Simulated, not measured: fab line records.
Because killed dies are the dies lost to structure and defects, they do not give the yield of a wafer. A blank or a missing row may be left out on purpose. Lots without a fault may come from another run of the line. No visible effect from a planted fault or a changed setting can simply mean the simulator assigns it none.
A struck lot beside a sound one || flow n5_finfet || 14 steps out of a route of 1938
Sound: these wafers, L340.1, L340.3, L340.6. Struck: wafer L349.6 (left out: L349.1, L349.2 of the same lot, which were not struck); the cause appears at the end.
At each step with rows: each side's tool, then ch and its chambers, then its first start. Under that, the readings that differ: sound wafers || struck wafers || difference of the means || sigmas: that difference in standard deviations of wafers without a fault.
alike: readings whose means differ by less than 2 such deviations, and words and numbers that are the same on both sides. not compared: withheld readings, readings that some wafer has no value for, bounds like >300 that may hide the same value, and numbers for which the record gives no deviation and whose values overlap.
A row with sigmas, a row that says differs or no value, or rows on one side alone: a step with any of these is where the two part. When numbers do not overlap yet have no deviation, they are printed without sigmas and do not part them. A reading missing from all wafers of one side parts the sides only when that side holds two or more wafers.

first, 7 steps without rows for these wafers: N5_BEOL_M9_COAT_75 (time 60 s, resist thk 5 nm); N5_BEOL_M9_COAT_22 (resist thk 30 nm); N5_BEOL_M9_EBR_24; N5_BEOL_M9_SOFTBAKE_23 (time 60 s); N5_BEOL_M9_EXPOSE_25 (exposes mask V8); N5_BEOL_M9_PEB_26 (peb time 60 s); N5_BEOL_M9_DEVELOP_27 (develop time 30 s).
N5_BEOL_M9_CD_MEAS_28: the cd target is 70 nm.
  sound on cd_sem-01 ch 0, day 14 17:56; struck on cd_sem-02 ch 0, day 16 12:20
  alike: cd_nm
N5_BEOL_M9_OVL_MEAS_29:
  sound on overlay-02 ch 0, day 14 17:58; struck on overlay-02 ch 0, day 16 12:22
  alike: V8_OVL
N5_BEOL_M9_INSPECT_30: inspects for defects (brightfield).
  sound on defect_inspect-01 at day 14 18:01; struck on defect_inspect-02 at day 16 12:26
{"reading": "raw_defect_count", "sound": "319 318 273", "struck": 632, "difference": "+329", "sigmas": "+3"}
N5_BEOL_M9_DESCUM_33: chemistry O2, time 7 s.
  sound on rie_diel-03 ch 1,3, day 14 18:03; struck on rie_diel-03 ch 2, day 16 12:46
  alike: drypump_motor_current_A, oes_product_au, rf_vpp_V, showerhead_plenum_p_Torr, throttle_valve_pct
  not compared: rf_hours_counter_h
N5_BEOL_M9_ETCH_76: etches underlayer in N2/H2, target depth 6.5 nm, time 5.2 s.
  sound on rie_diel-03 ch 1,3, day 14 18:05; struck on rie_diel-03 ch 2, day 16 12:48
  alike: bias_w, drypump_motor_current_A, etch_rf_on_time_s, oes_product_au, rf_vpp_V, showerhead_plenum_p_Torr, throttle_valve_pct
  not compared: rf_hours_counter_h
N5_BEOL_M9_ETCH_65: etches SiARC in CF4, target depth 15.6 nm, time 26 s.
  sound on rie_diel-03 ch 1,3, day 14 18:06; struck on rie_diel-03 ch 2, day 16 12:49
{"reading": "bias_w (W)", "sound": "35.84 35.97 35.88", "struck": 45.18, "difference": "+9.28", "sigmas": "+84"}
{"reading": "etch_rf_on_time_s (s)", "sound": "26.1 25.4 26.5", "struck": 23.9, "difference": -2.1, "sigmas": -6}
{"reading": "rf_vpp_V (V)", "sound": "185.8 187.0 184.8", "struck": 217.6, "difference": "+31.7", "sigmas": "+24"}
  alike: drypump_motor_current_A, mfc_ar_sccm, oes_product_au, showerhead_plenum_p_Torr, throttle_valve_pct
  not compared: rf_hours_counter_h
N5_BEOL_M9_ETCH_66: etches SOC in N2/H2, target depth 80 nm, overetch 16 nm, time 120 s.
  sound on rie_diel-03 ch 1,3, day 14 18:08; struck on rie_diel-03 ch 2, day 16 12:51
  alike: bias_w, drypump_motor_current_A, oes_product_au, rf_vpp_V, showerhead_plenum_p_Torr, throttle_valve_pct
  not compared: rf_hours_counter_h

== WHERE THEY PART ==
At N5_BEOL_M9_INSPECT_30 first; at N5_BEOL_M9_ETCH_65 last (within this record only). Later steps at which nothing parts them and some readings are alike: N5_BEOL_M9_ETCH_66.

WHY: the cause the simulator had injected
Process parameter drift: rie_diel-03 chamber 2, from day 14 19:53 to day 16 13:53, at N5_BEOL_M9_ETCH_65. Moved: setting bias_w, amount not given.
